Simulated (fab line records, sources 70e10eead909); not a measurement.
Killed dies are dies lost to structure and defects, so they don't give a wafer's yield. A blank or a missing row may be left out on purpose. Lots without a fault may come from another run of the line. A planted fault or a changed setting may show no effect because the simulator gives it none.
Problem report in the 8D (eight disciplines) form, filled by code | flow nand_harc | the parts of the form that need people (team, actions taken, sign-off) are left out

1. THE PROBLEM
thk_nm at NHARC_A_ONON_D2_THK_MEAS_11 reads a mean of 618 nm on 6 wafers of 2 lots; wafers without a fault read 1001 nm with a standard deviation of 11. That is -35 standard deviations from the usual mean.
The step: measures by ellipsometry.
First seen on wafer L110.2, day 19 00:05, on film_metro-01. The record holds 36 wafers of 12 lots with a number at this step. Rule for "out", or "out of limits": more than 4 standard deviations from the usual mean. The other wafers with a number count as sound.

2. WHAT IT IS AND WHAT IT IS NOT
question                    | is                           | is not
which readings at this step | thk_nm                       | -
which lots                  | L110, L111                   | L100, L101, L104, L105, L108, L116, L993, L996, L997, L998
which wafers of those lots  | all that have a number       | -
read on which gauges        | film_metro-01, film_metro-02 | -
when                        | from day 19 00:05            | up to then (27 sound wafers); but 3 sound wafers of L116 came after

3. SUSPECTS, AND WHAT RULES EACH OUT
Counting: a tool at a process step up to the reading stays a suspect if it ran every lot that is out and no sound lot after the first of them.
- the gauge at NHARC_A_ONON_D2_THK_MEAS_11: ruled out. The wafers that are out were read on 2 gauges (film_metro-01, film_metro-02).
- rie_diel-11 at NHARC_A_CHANNEL_FILL_D1_STRIP_28 (strips in O2, time 20 s): kept. It ran every lot that is out, first L110 (day 16 14:49), and no sound lot after that; its last sound lot up to then is L105 (day 14 17:53).
- pecvd_onon-03 at NHARC_A_ONON_D2_DEP_09 (target thk 1000 nm): ruled out as a lasting fault. Sound lots L116 ran on it after its first lot that is out, L110 (day 18 23:38).
Left after counting: rie_diel-11 at NHARC_A_CHANNEL_FILL_D1_STRIP_28.

4. THE CAUSE (what the simulator had put in)
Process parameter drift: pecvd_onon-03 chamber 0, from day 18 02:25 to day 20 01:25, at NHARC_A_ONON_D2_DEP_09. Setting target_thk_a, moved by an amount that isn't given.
Counting ruled it out, wrongly: the rule takes a fault to strike every lot that its tool runs from its start on, and this one did not.

5. THE CHAIN OF EFFECTS, in route order
Each row: a reading whose mean over the struck wafers that have a number lies more than 3 standard deviations from the usual. Only readings for which the record gives a usual standard deviation are gone through. hours: the time from each lot's start at the first step in this table that gives one to its start at this step, as a median over the lots. sigmas: the change in usual standard deviations.
hours | step                        | reading         | usual   | on struck wafers | change | sigmas
0     | NHARC_A_ONON_D2_THK_MEAS_11 | thk_nm          | 1001 nm | 618              | -382   | -35
281   | NHARC_END_SORT_01           | killed_at_array | 56      | 671              | +615   | +29
281   | NHARC_END_SORT_01           | killed_dies     | 61      | 677              | +616   | +29

6. WHAT WOULD HAVE CAUGHT IT SOONER
In this record the first reading out of limits at a measuring or inspecting step was taken at day 19 00:05, 22 hours after the fault began at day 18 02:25.
